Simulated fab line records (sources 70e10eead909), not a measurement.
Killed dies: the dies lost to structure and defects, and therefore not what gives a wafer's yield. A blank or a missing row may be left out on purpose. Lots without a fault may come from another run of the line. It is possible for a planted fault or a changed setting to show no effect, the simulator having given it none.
Which tool was responsible? + flow nand_harc + 36 wafers from 12 lots sampled at 4 of the route's 1159 steps

## WHAT THE GAUGES SHOWED, per wafer
NHARC_A_SGD_CUT_INSPECT_11.
| lot  | measured     | on                | raw_defect_count |
|------|--------------|-------------------|------------------|
| L075 | day 14 05:46 | defect_inspect-02 | 10 8 8           |
| L078 | day 14 06:16 | defect_inspect-01 | 4 9 7            |
| L079 | day 14 17:00 | defect_inspect-02 | 19 20 20         |
| L080 | day 16 00:45 | defect_inspect-02 | 32 23 31         |
| L083 | day 16 12:59 | defect_inspect-01 | 23 32 27         |
| L085 | day 16 12:13 | defect_inspect-01 | 34 31 28         |
| L086 | day 16 21:42 | defect_inspect-01 | 10 7 8           |
| L090 | day 17 02:47 | defect_inspect-02 | 41 38 48         |
| L091 | day 18 06:41 | defect_inspect-02 | 10 17 5          |
| L094 | day 18 06:05 | defect_inspect-01 | 10 17 13         |
| L095 | day 19 22:09 | defect_inspect-02 | 7 14 17          |
| L096 | day 19 21:58 | defect_inspect-01 | 13 15 16         |

## WHAT TOOL EACH LOT RAN ON (gives the tool, then ch and the chambers of the sampled wafers, and finally the start)
| lot  | NHARC_A_STAIRCASE_DESCUM_291       | NHARC_A_STAIRCASE_DEP_301       | NHARC_A_STAIRCASE_DEP_417       |
|------|------------------------------------|---------------------------------|---------------------------------|
| L075 | rie_diel-08 ch 0,1,2, day 11 21:19 | pecvd-03 ch 0,1,2, day 12 02:16 | pecvd-03 ch 0,1,2, day 12 07:34 |
| L078 | rie_diel-08 ch 1,2,3, day 12 05:38 | pecvd-04 ch 0,1,2, day 12 09:49 | pecvd-03 ch 0,1,2, day 12 15:09 |
| L079 | rie_diel-08 ch 0,3, day 12 13:44   | pecvd-03 ch 1,2, day 12 18:05   | pecvd-04 ch 0,1, day 12 23:52   |
| L080 | rie_diel-05 ch 0,1,3, day 13 14:38 | pecvd-01 ch 0,1,2, day 14 00:54 | pecvd-03 ch 0,1,2, day 14 06:01 |
| L083 | rie_diel-05 ch 1,2,3, day 13 22:16 | pecvd-03 ch 0,1,2, day 14 05:20 | pecvd-03 ch 0,2, day 14 12:22   |
| L085 | rie_diel-08 ch 1,2,3, day 14 05:20 | pecvd-04 ch 0,1,2, day 14 09:42 | pecvd-04 ch 0,1,2, day 14 16:37 |
| L086 | rie_diel-13 ch 0,1,2, day 14 20:05 | pecvd-03 ch 1,2, day 15 00:13   | pecvd-03 ch 0,2, day 15 05:33   |
| L090 | rie_diel-05 ch 0,1, day 15 02:44   | pecvd-03 ch 0,1, day 15 06:50   | pecvd-01 ch 1,2, day 15 12:02   |
| L091 | rie_diel-08 ch 0,3, day 15 18:23   | pecvd-01 ch 1,2, day 16 00:04   | pecvd-01 ch 0,1, day 16 07:22   |
| L094 | rie_diel-08 ch 0,1,3, day 16 06:31 | pecvd-03 ch 0,1,2, day 16 10:56 | pecvd-01 ch 0,1,2, day 16 16:26 |
| L095 | rie_diel-05 ch 1,2,3, day 17 02:55 | pecvd-03 ch 1,2, day 17 09:43   | pecvd-01 ch 0,1,2, day 17 14:52 |
| L096 | rie_diel-08 ch 0,3, day 17 07:59   | pecvd-03 ch 0,2, day 17 12:11   | pecvd-04 ch 0,1, day 17 19:27   |
- NHARC_A_STAIRCASE_DESCUM_291: chemistry O2, time 3 s.
- NHARC_A_STAIRCASE_DEP_301: deposits SiON, target thk 30 nm.
- NHARC_A_STAIRCASE_DEP_417: deposits Si3N4, target thk 60 nm.

## THE ANSWER, worked out from the rows above alone
Rule: what is usual is taken from the lots themselves. The widest of any qualifying gaps counts: lots, ordered by their means at a reading, are off when they make up no more than a third of the lots, leave a main group of 4 or more, and stand apart from it by 3 or more times the standard deviation of that group's means. Not used: any main group whose means are identical at the precision the tables above print for the reading. A lot without any number at a reading at which 4 lots or more have one is off too. Where the step has rows for the other lots, those lots are counted as sound.
No lot is off at any reading shown: from this, nothing can be told.

## WHAT THE SIMULATOR HAD INSERTED
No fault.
